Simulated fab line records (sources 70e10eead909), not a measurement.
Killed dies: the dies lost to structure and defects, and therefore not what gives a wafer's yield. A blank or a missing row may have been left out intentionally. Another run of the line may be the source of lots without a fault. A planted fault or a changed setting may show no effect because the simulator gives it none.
Which of the tools did it?    flow nandHarc    Sampling: 24 lots, 72 wafers, 6 of 1302 route steps

## WHAT THE GAUGES SHOWED, per wafer
NHARC_A_BLC_INSPECT_12. Usual: rawDefectCount 85, standard deviation 37.
lot   measured      on                rawDefectCount  flag
L074  day 22 12:13  defectInspect-01  18 15 15        
L075  day 22 15:17  defectInspect-02  51 57 67        
L076  day 23 01:47  defectInspect-02  164 159 151     
L077  day 24 05:48  defectInspect-02  55 60 61        
L079  day 24 08:38  defectInspect-01  72 52 68        
L078  day 24 13:22  defectInspect-02  141 137 155     
L080  day 25 02:13  defectInspect-01  27 35 23        
L082  day 25 23:57  defectInspect-01  109 124 130     
L081  day 26 01:17  defectInspect-02  86 97 82        
L083  day 26 06:47  defectInspect-01  85 90 83        
L084  day 26 05:41  defectInspect-01  81 83 98        
L085  day 27 09:22  defectInspect-01  90 80 87        
L086  day 27 10:50  defectInspect-01  155 114 133     
L088  day 28 03:42  defectInspect-01  76 53 84        
L087  day 28 03:28  defectInspect-02  88 102 81       
L089  day 28 04:38  defectInspect-01  119 138 149     
L090  day 29 05:20  defectInspect-01  71 47 45        
L091  day 29 09:40  defectInspect-02  111 114 119     
L093  day 29 21:25  defectInspect-02  109 119 110     
L092  day 30 01:05  defectInspect-01  77 76 51        
L094  day 30 14:01  defectInspect-02  60 79 65        
L095  day 31 04:13  defectInspect-01  26 34 24        
L097  day 31 10:41  defectInspect-02  102 79 87       
L096  day 31 16:19  defectInspect-02  99 102 105      

## WHAT TOOL EACH LOT RAN ON (gives the tool, then ch and the chambers of the sampled wafers, and finally the start)
lot   NHARC_A_CONTACT_DEP_58           NHARC_A_CONTACT_ETCH_129            NHARC_A_CONTACT_ETCH_130            NHARC_A_CONTACT_ETCH_132            NHARC_A_CONTACT_ETCH_92
L074  pecvd-04 ch 0,1, day 21 21:10    harCapEtch-02 ch 0, day 22 00:40    harCapEtch-02 ch 0, day 22 00:51    harCapEtch-02 ch 0, day 22 01:12    rieDiel-13 ch 1,3, day 22 08:56
L075  pecvd-02 ch 0,2, day 22 00:19    harCapEtch-02 ch 0, day 22 03:41    harCapEtch-02 ch 0, day 22 03:51    harCapEtch-02 ch 0, day 22 04:12    rieDiel-13 ch 1,3, day 22 11:54
L076  pecvd-04 ch 1,2, day 22 08:35    harCapEtch-02 ch 0,1, day 22 11:56  harCapEtch-02 ch 0,1, day 22 12:07  harCapEtch-02 ch 0,1, day 22 12:28  rieDiel-11 ch 0,1, day 22 22:32
L077  pecvd-04 ch 0,1, day 23 13:07    harCapEtch-02 ch 1, day 23 16:18    harCapEtch-02 ch 1, day 23 16:28    harCapEtch-02 ch 1, day 23 16:50    rieDiel-13 ch 0,1,3, day 24 01:32
L079  pecvd-03 ch 0,2, day 23 14:10    harCapEtch-03 ch 0,1, day 23 18:29  harCapEtch-03 ch 0,1, day 23 18:43  harCapEtch-03 ch 0,1, day 23 19:11  rieDiel-13 ch 0,1, day 24 05:19
L078  pecvd-04 ch 1,2, day 23 20:08    harCapEtch-01 ch 0,1, day 23 23:52  harCapEtch-01 ch 0,1, day 24 00:05  harCapEtch-01 ch 0,1, day 24 00:26  rieDiel-13 ch 0,1,3, day 24 10:12
L080  pecvd-02 ch 0,1,2, day 24 10:22  harCapEtch-03 ch 0,1, day 24 13:37  harCapEtch-03 ch 0,1, day 24 13:47  harCapEtch-03 ch 0,1, day 24 14:08  rieDiel-13 ch 0,1,2, day 24 23:02
L082  pecvd-02 ch 0,2, day 25 07:37    harCapEtch-02 ch 0,1, day 25 10:59  harCapEtch-02 ch 0,1, day 25 11:10  harCapEtch-02 ch 0,1, day 25 11:31  rieDiel-13 ch 0,1,3, day 25 20:38
L081  pecvd-02 ch 0,1, day 25 09:38    harCapEtch-01 ch 0,1, day 25 12:56  harCapEtch-01 ch 0,1, day 25 13:07  harCapEtch-01 ch 0,1, day 25 13:28  rieDiel-13 ch 1,3, day 25 21:59
L083  pecvd-03 ch 0,1,2, day 25 12:45  harCapEtch-03 ch 0,1, day 25 16:06  harCapEtch-03 ch 0,1, day 25 16:17  harCapEtch-03 ch 0,1, day 25 16:38  rieDiel-13 ch 0,1,3, day 26 03:29
L084  pecvd-04 ch 0,2, day 25 13:17    harCapEtch-02 ch 0,1, day 25 16:40  harCapEtch-02 ch 0,1, day 25 16:50  harCapEtch-02 ch 0,1, day 25 17:11  rieDiel-11 ch 1,2,3, day 26 02:08
L085  pecvd-02 ch 0,1, day 26 16:25    harCapEtch-01 ch 0,1, day 26 19:46  harCapEtch-01 ch 0,1, day 26 19:56  harCapEtch-01 ch 0,1, day 26 20:18  rieDiel-13 ch 0,1,3, day 27 06:00
L086  pecvd-03 ch 0,1,2, day 26 18:38  harCapEtch-03 ch 0,1, day 26 22:20  harCapEtch-03 ch 0,1, day 26 22:34  harCapEtch-03 ch 0,1, day 26 23:02  rieDiel-13 ch 0,1,2, day 27 07:34
L088  pecvd-03 ch 0,1, day 27 10:40    harCapEtch-01 ch 0,1, day 27 13:58  harCapEtch-01 ch 0,1, day 27 14:08  harCapEtch-01 ch 0,1, day 27 14:29  rieDiel-11 ch 1,2, day 27 22:52
L087  pecvd-03 ch 0,1, day 27 11:18    harCapEtch-03 ch 0,1, day 27 14:49  harCapEtch-03 ch 0,1, day 27 14:59  harCapEtch-03 ch 0,1, day 27 15:20  rieDiel-13 ch 0,2,3, day 28 00:13
L089  pecvd-02 ch 0,1,2, day 27 13:50  harCapEtch-02 ch 0,1, day 27 17:14  harCapEtch-02 ch 0,1, day 27 17:25  harCapEtch-02 ch 0,1, day 27 17:46  rieDiel-10 ch 0,1,3, day 28 01:29
L090  pecvd-03 ch 0,1,2, day 28 12:33  harCapEtch-02 ch 0,1, day 28 15:55  harCapEtch-02 ch 0,1, day 28 16:06  harCapEtch-02 ch 0,1, day 28 16:27  rieDiel-10 ch 0,2,3, day 29 01:58
L091  pecvd-04 ch 0,1, day 28 14:07    harCapEtch-01 ch 0,1, day 28 17:23  harCapEtch-01 ch 0,1, day 28 17:33  harCapEtch-01 ch 0,1, day 28 17:54  rieDiel-10 ch 0,1, day 29 06:13
L093  pecvd-04 ch 0,2, day 29 06:52    harCapEtch-03 ch 0,1, day 29 10:10  harCapEtch-03 ch 0,1, day 29 10:20  harCapEtch-03 ch 0,1, day 29 10:41  rieDiel-13 ch 1,2, day 29 18:17
L092  pecvd-02 ch 0,2, day 29 09:11    harCapEtch-02 ch 0,1, day 29 12:40  harCapEtch-02 ch 0,1, day 29 12:51  harCapEtch-02 ch 0,1, day 29 13:13  rieDiel-10 ch 0,1,3, day 29 21:49
L094  pecvd-02 ch 0,1,2, day 29 20:37  harCapEtch-01 ch 0,1, day 29 23:57  harCapEtch-01 ch 0,1, day 30 00:08  harCapEtch-01 ch 0,1, day 30 00:29  rieDiel-13 ch 0,1,2, day 30 10:53
L095  pecvd-03 ch 0,1,2, day 30 11:16  harCapEtch-02 ch 1, day 30 14:56    harCapEtch-02 ch 1, day 30 15:10    harCapEtch-02 ch 1, day 30 15:38    rieDiel-13 ch 1,2,3, day 31 00:57
L097  pecvd-04 ch 0,2, day 30 17:47    harCapEtch-02 ch 0,1, day 30 21:46  harCapEtch-02 ch 0,1, day 30 22:00  harCapEtch-02 ch 0,1, day 30 22:28  rieDiel-13 ch 0,1,2, day 31 07:19
L096  pecvd-02 ch 0,1,2, day 30 20:07  harCapEtch-03 ch 0,1, day 30 23:25  harCapEtch-03 ch 0,1, day 30 23:35  harCapEtch-03 ch 0,1, day 30 23:56  rieDiel-13 ch 0,2,3, day 31 13:02
- NHARC_A_CONTACT_DEP_58: deposits SiON, target thk 90 nm.
- NHARC_A_CONTACT_ETCH_129: etches the open film in C4F8/O2/Ar, time 197 s, target depth 1918 nm.
- NHARC_A_CONTACT_ETCH_130: etches the open film in C4F8/O2/Ar, time 197 s, target depth 1918 nm.
- NHARC_A_CONTACT_ETCH_132: etches the open film in C4F8/O2/Ar, time 197 s, target depth 1924 nm.
- NHARC_A_CONTACT_ETCH_92: etches the open film in CH3F/O2, target depth 40 nm, time 85.7 s.

## WHAT THE TOOLS THEMSELVES READ (means of the sampled wafers that have a number; where no wafer has one, the mark that the record gives instead)
NHARC_A_CONTACT_DEP_58. Usual: heaterPowerOuterW 470 W, standard deviation 61; heaterPowerW 811 W, standard deviation 110; susceptorTempC 400.01 C, standard deviation 0.21.
lot   tool      heaterPowerOuterW (W)  heaterPowerW (W)  susceptorTempC (C)  flag
L074  pecvd-04  505                    847               400.02              
L075  pecvd-02  493                    877               400.17              
L076  pecvd-04  487                    923               399.80              
L077  pecvd-04  476                    809               400.00              
L079  pecvd-03  426                    730               400.28              
L078  pecvd-04  509                    913               399.99              
L080  pecvd-02  453                    781               399.95              
L082  pecvd-02  437                    753               400.17              
L081  pecvd-02  459                    821               400.16              
L083  pecvd-03  436                    765               399.92              
L084  pecvd-04  481                    788               400.15              
L085  pecvd-02  531                    920               400.10              
L086  pecvd-03  406                    732               399.64              
L088  pecvd-03  429                    776               399.82              
L087  pecvd-03  460                    809               399.92              
L089  pecvd-02  524                    877               400.06              
L090  pecvd-03  446                    774               400.06              
L091  pecvd-04  401                    717               400.11              
L093  pecvd-04  509                    884               400.09              
L092  pecvd-02  471                    791               400.20              
L094  pecvd-02  460                    796               400.14              
L095  pecvd-03  399                    718               399.86              
L097  pecvd-04  551                    932               400.11              
L096  pecvd-02  488                    832               399.92              

NHARC_A_CONTACT_ETCH_92. Usual: drypumpMotorCurrentA 5.8 A, standard deviation 0.55; o2FlowSccm 30.01 sccm, standard deviation 0.088; oesProductAu 0.935 a.u., standard deviation 0.023; rfVppV 243.8 V, standard deviation 1.9; showerheadPlenumPTorr 2.41 Torr, standard deviation 0.12; throttleValvePct 20.661 %, standard deviation 0.0088.
lot   tool        drypumpMotorCurrentA (A)  o2FlowSccm (sccm)  oesProductAu (a.u.)  rfVppV (V)  showerheadPlenumPTorr (Torr)  throttleValvePct (%)  flag
L074  rieDiel-13  5.2                       29.99              0.944                242.5       2.31                          20.654                
L075  rieDiel-13  5.2                       29.98              0.937                243.2       2.31                          20.664                
L076  rieDiel-11  6.0                       30.03              0.935                245.8       2.53                          20.662                
L077  rieDiel-13  5.6                       30.03              0.927                243.8       2.41                          20.662                
L079  rieDiel-13  5.6                       30.03              0.921                244.3       2.40                          20.663                
L078  rieDiel-13  5.6                       30.00              0.935                243.8       2.41                          20.659                
L080  rieDiel-13  5.8                       30.03              0.925                243.5       2.41                          20.648                
L082  rieDiel-13  5.6                       29.96              0.924                243.3       2.41                          20.667                
L081  rieDiel-13  5.2                       29.93              0.917                242.5       2.32                          20.661                
L083  rieDiel-13  5.7                       30.04              0.918                244.0       2.41                          20.663                
L084  rieDiel-11  6.1                       30.05              0.926                243.9       2.44                          20.662                
L085  rieDiel-13  5.6                       29.95              0.923                244.0       2.41                          20.661                
L086  rieDiel-13  5.8                       30.03              0.912                243.4       2.40                          20.658                
L088  rieDiel-11  6.1                       30.05              0.934                243.7       2.43                          20.658                
L087  rieDiel-13  5.9                       30.03              0.923                243.5       2.42                          20.656                
L089  rieDiel-10  6.2                       30.05              1.000                244.4       2.41                          20.667                
L090  rieDiel-10  6.0                       29.98              0.937                243.8       2.50                          20.664                
L091  rieDiel-10  6.2                       30.02              0.924                242.6       2.39                          20.661                
L093  rieDiel-13  5.6                       30.08              0.917                241.8       2.31                          20.666                
L092  rieDiel-10  6.2                       29.96              0.932                243.2       2.40                          20.664                
L094  rieDiel-13  5.9                       30.07              1.004                243.4       2.40                          20.655                
L095  rieDiel-13  5.4                       30.07              0.919                242.9       2.31                          20.664                
L097  rieDiel-13  5.9                       29.95              0.958                243.8       2.40                          20.659                
L096  rieDiel-13  5.9                       29.98              0.929                243.4       2.41                          20.658                

## THE ANSWER, worked out from the rows above alone
Rule: a lot is off if the mean of its wafers that have a number lies more than 3 standard deviations from the usual mean. Also off: a lot with no number at a reading for which 4 or more lots have one. The other lots that the step has rows for count as sound. First the gauges in route order, then the tools' own readings, where a lot's mean is used as printed above. The first step at which some lot is off is used, and at that step the reading that is off furthest; a lot without a number counts as furthest.
No lot is off on any of the readings shown, so nothing can be concluded from this.

## WHAT THE SIMULATOR HAD PUT IN
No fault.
